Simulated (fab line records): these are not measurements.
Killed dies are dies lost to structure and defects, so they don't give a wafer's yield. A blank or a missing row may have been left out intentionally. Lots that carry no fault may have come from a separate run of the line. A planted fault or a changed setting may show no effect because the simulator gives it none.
Which tool is to blame? | flow n5-finfet | 7 lots with 19 wafers sampled at 4 steps, on a route of 1938 steps

WHAT THE GAUGES READ, wafer by wafer
N5_BEOL_M13_OCD_MEAS_35.
lot  | measured     | on     | trench-depth-nm (nm)
L204 | day 12 00:28 | ocd-02 | 407 415 410
L212 | day 14 11:56 | ocd-01 | 411 411 407
L218 | day 16 17:46 | ocd-02 | 571 409
L220 | day 17 00:20 | ocd-01 | 583 578
L227 | day 18 12:38 | ocd-01 | 422 404 412
L225 | day 18 15:30 | ocd-02 | 415 413 410
L226 | day 19 07:29 | ocd-02 | 420 414 412

TOOL THAT RAN EACH LOT (tool first, then ch and the chambers of the sampled wafers, then the start)
lot  | N5_BEOL_M13_DESCUM_15              | N5_BEOL_M13_DESCUM_33              | N5_BEOL_M13_TRENCH_ETCH_34
L204 | rie-diel-06 ch 0,2, day 11 22:49   | rie-diel-02 ch 0,2, day 11 23:53   | rie-diel-02 ch 0,2, day 12 00:17
L212 | rie-diel-03 ch 0,3, day 14 10:21   | rie-diel-02 ch 1,2, day 14 11:21   | rie-diel-02 ch 1,2, day 14 11:45
L218 | rie-diel-06 ch 0,3, day 16 16:07   | rie-diel-02 ch 0,3, day 16 17:11   | rie-diel-02 ch 0,3, day 16 17:35
L220 | rie-diel-06 ch 2,3, day 16 22:34   | rie-diel-02 ch 1,2, day 16 23:46   | rie-diel-02 ch 1,2, day 17 00:10
L227 | rie-diel-03 ch 0,1,2, day 18 10:56 | rie-diel-06 ch 0,1,2, day 18 12:04 | rie-diel-06 ch 0,1,2, day 18 12:28
L225 | rie-diel-02 ch 0,1,3, day 18 13:51 | rie-diel-03 ch 0,2,3, day 18 14:55 | rie-diel-03 ch 0,2,3, day 18 15:19
L226 | rie-diel-02 ch 0,1,2, day 19 05:54 | rie-diel-03 ch 1,3, day 19 06:55   | rie-diel-03 ch 1,3, day 19 07:19
- N5_BEOL_M13_DESCUM_15: chemistry O2, time 7.9 s.
- N5_BEOL_M13_DESCUM_33: chemistry O2, time 7.9 s.
- N5_BEOL_M13_TRENCH_ETCH_34: etches SiOC in C4F8/O2/Ar, target depth 413.47 nm, time 162.6 s.

THE ANSWER, worked out from the rows above alone
Rule: the lots themselves supply what counts as usual. The widest of any qualifying gaps counts: lots, ordered by their means at a reading, are off when they make up no more than a third of the lots, leave a main group of 4 or more, and stand apart from it by 3 or more times the standard deviation of that group's means. A main group is skipped when, at the precision printed for the reading in the tables above, its means are all equal. Also off: a lot with no number at a reading for which 4 or more lots have one. All remaining lots with rows at the step are treated as sound.
Off: L218, L220 (N5_BEOL_M13_OCD_MEAS_35, trench-depth-nm). For the main group the mean is 412 nm and the standard deviation 2.
If a tool, at a process step before that reading, ran all the lots that are off and no sound lot after the first of them, it fits. Those tools and the gauges at N5_BEOL_M13_OCD_MEAS_35 are tried in the same way. Can't be told from this: 2 tools fit, rie-diel-06 at N5_BEOL_M13_DESCUM_15, rie-diel-02 at N5_BEOL_M13_DESCUM_33 and N5_BEOL_M13_TRENCH_ETCH_34.

WHAT WAS PUT IN BY THE SIMULATOR
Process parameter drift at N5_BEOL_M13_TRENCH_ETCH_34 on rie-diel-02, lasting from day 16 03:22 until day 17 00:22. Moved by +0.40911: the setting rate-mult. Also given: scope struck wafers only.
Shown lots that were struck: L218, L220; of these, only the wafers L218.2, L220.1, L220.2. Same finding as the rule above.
